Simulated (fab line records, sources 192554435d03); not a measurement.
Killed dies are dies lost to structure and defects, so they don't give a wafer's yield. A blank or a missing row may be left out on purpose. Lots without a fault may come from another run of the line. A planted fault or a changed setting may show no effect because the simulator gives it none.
Chamber matching | flow n5_finfet | N5_BEOL_M5_ETCH_72 on rie_diel-02: 4 sister chambers
The step etches underlayer in N2/H2, target depth 6.5 nm, time 5.2 s. 14 wafers are shown with their chamber, then 7 later ones without.

WAFERS WITH THEIR CHAMBER
wafer  | chamber | drypump_motor_current_A (A) | showerhead_plenum_p_Torr (Torr) | oes_product_au (a.u.)
L074.4 | 0       | 5.9                         | 2.51                            | 0.60
L074.5 | 2       | 6.0                         | 2.49                            | 0.84
L074.6 | 3       | 5.6                         | 2.63                            | 0.58
L075.1 | 1       | 6.0                         | 2.49                            | 0.84
L075.3 | 2       | 6.0                         | 2.49                            | 0.81
L075.6 | 3       | 5.6                         | 2.63                            | 0.58
L085.2 | 1       | 6.1                         | 2.48                            | 0.80
L085.4 | 2       | 6.0                         | 2.48                            | 0.79
L085.5 | 1       | 6.1                         | 2.48                            | 0.81
L090.3 | 1       | 6.0                         | 2.48                            | 0.78
L090.4 | 0       | 5.9                         | 2.50                            | 0.59
L090.6 | 0       | 5.9                         | 2.50                            | 0.59
L092.1 | 3       | 5.6                         | 2.62                            | 0.57
L092.2 | 1       | 6.1                         | 2.48                            | 0.77

SIGNATURES (means of the wafers above)
reading                  | chamber 0 | chamber 1 | chamber 2 | chamber 3 | scatter within a chamber
drypump_motor_current_A  | 5.900     | 6.060     | 6.000     | 5.600     | 0.0346
showerhead_plenum_p_Torr | 2.5033    | 2.4820    | 2.4867    | 2.6267    | 0.00529
oes_product_au           | 0.5933    | 0.8000    | 0.8133    | 0.5767    | 0.021
Rule: a wafer's distance from a chamber is the root of the sum, over the readings, of the square of ((its reading less the chamber's mean) divided by the reading's scatter). The wafer belongs to the nearest chamber; if the next one is less than 2 further off, it can't be placed. The scatter: the root of (the sum of the squares of (reading less its chamber's mean) over the shown wafers, divided by (wafers less chambers)).

WAFERS WITHOUT THEIR CHAMBER
wafer  | drypump_motor_current_A (A) | showerhead_plenum_p_Torr (Torr) | oes_product_au (a.u.)
L092.3 | 6.0                         | 2.48                            | 0.77
L097.2 | 6.0                         | 2.47                            | 0.75
L097.3 | 5.6                         | 2.62                            | 0.56
L097.6 | 6.0                         | 2.47                            | 0.74
L094.1 | 6.0                         | 2.47                            | 0.76
L094.4 | 6.1                         | 2.47                            | 0.75
L094.6 | 5.6                         | 2.62                            | 0.56

WHICH CHAMBER EACH WENT THROUGH
wafer  | from the rows above     | in truth
L092.3 | can't be placed: 1 or 2 | 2
L097.2 | can't be placed: 1 or 2 | 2
L097.3 | 3                       | 3
L097.6 | can't be placed: 1 or 2 | 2
L094.1 | can't be placed: 1 or 2 | 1
L094.4 | can't be placed: 1 or 2 | 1
L094.6 | 3                       | 3
Placed correctly: 2 of 7. Can't be placed from these rows: 5 (the true chamber is among the candidates in 5). Placed wrongly: 0.
